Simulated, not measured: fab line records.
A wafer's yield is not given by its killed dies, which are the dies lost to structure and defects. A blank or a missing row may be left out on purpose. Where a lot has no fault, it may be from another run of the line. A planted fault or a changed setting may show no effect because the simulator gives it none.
Which tool did it? | flow n5 finfet | 72 wafers sampled from 24 lots at 1 step of a route of 1938

WHAT THE GAUGES READ, wafer by wafer
N5_GATE_CUT_INSPECT_15: inspects for defects (brightfield). Usual: 128 for raw defect count, sd 38.
lot  | measured     | on                | raw defect count | flag
L074 | day 4 16:20  | defect inspect-02 | 118 83 90        |
L075 | day 4 23:18  | defect inspect-01 | 148 167 127      |
L076 | day 5 14:48  | defect inspect-01 | 116 85 59        |
L077 | day 5 15:19  | defect inspect-02 | 60 99 104        |
L078 | day 5 20:20  | defect inspect-01 | 145 148 174      |
L079 | day 6 01:48  | defect inspect-02 | 182 146 116      |
L080 | day 6 03:12  | defect inspect-01 | 154 123 106      |
L081 | day 6 07:56  | defect inspect-01 | 115 184 102      |
L082 | day 6 15:05  | defect inspect-02 | 98 143 95        |
L083 | day 6 18:45  | defect inspect-02 | 165 129 124      |
L084 | day 7 01:10  | defect inspect-01 | 146 152 127      |
L085 | day 7 08:59  | defect inspect-02 | 138 125 197      |
L086 | day 7 13:08  | defect inspect-02 | 116 101 81       |
L087 | day 7 18:19  | defect inspect-02 | 82 90 142        |
L088 | day 7 23:09  | defect inspect-01 | 84 122 86        |
L089 | day 8 08:38  | defect inspect-01 | 111 117 177      |
L090 | day 8 19:30  | defect inspect-02 | 119 147 185      |
L091 | day 8 21:50  | defect inspect-02 | 109 110 128      |
L092 | day 9 04:37  | defect inspect-01 | 163 161 123      |
L093 | day 9 09:40  | defect inspect-02 | 142 161 146      |
L095 | day 9 18:25  | defect inspect-01 | 88 96 108        |
L094 | day 9 19:58  | defect inspect-01 | 160 196 128      |
L096 | day 10 02:05 | defect inspect-02 | 87 113 108       |
L097 | day 10 06:49 | defect inspect-01 | 84 104 121       |

WHICH TOOL RAN EACH LOT (tool, then ch and the chambers of the sampled wafers, then the start)
The record holds no process step before these readings.

WHAT THE TOOLS THEMSELVES READ (means of the sampled wafers that have a number; where no wafer has one, the mark that the record gives instead)
The record holds no such reading with a usual standard deviation.

THE ANSWER, worked out from the rows above alone
Rule: a lot is off if the mean of its wafers that have a number lies more than 3 standard deviations from the usual mean. Also off: a lot with no number at a reading for which 4 or more lots have one. Where the step has rows for the other lots, those lots are counted as sound. The gauges are gone through in route order, then the tools' own readings, and for those a lot's mean is taken as printed above. The first step at which some lot is off is used, and at that step the reading that is off furthest; a lot without a number counts as furthest.
Nothing can be told from this: no lot is off at any reading shown.

WHAT WAS PUT IN BY THE SIMULATOR
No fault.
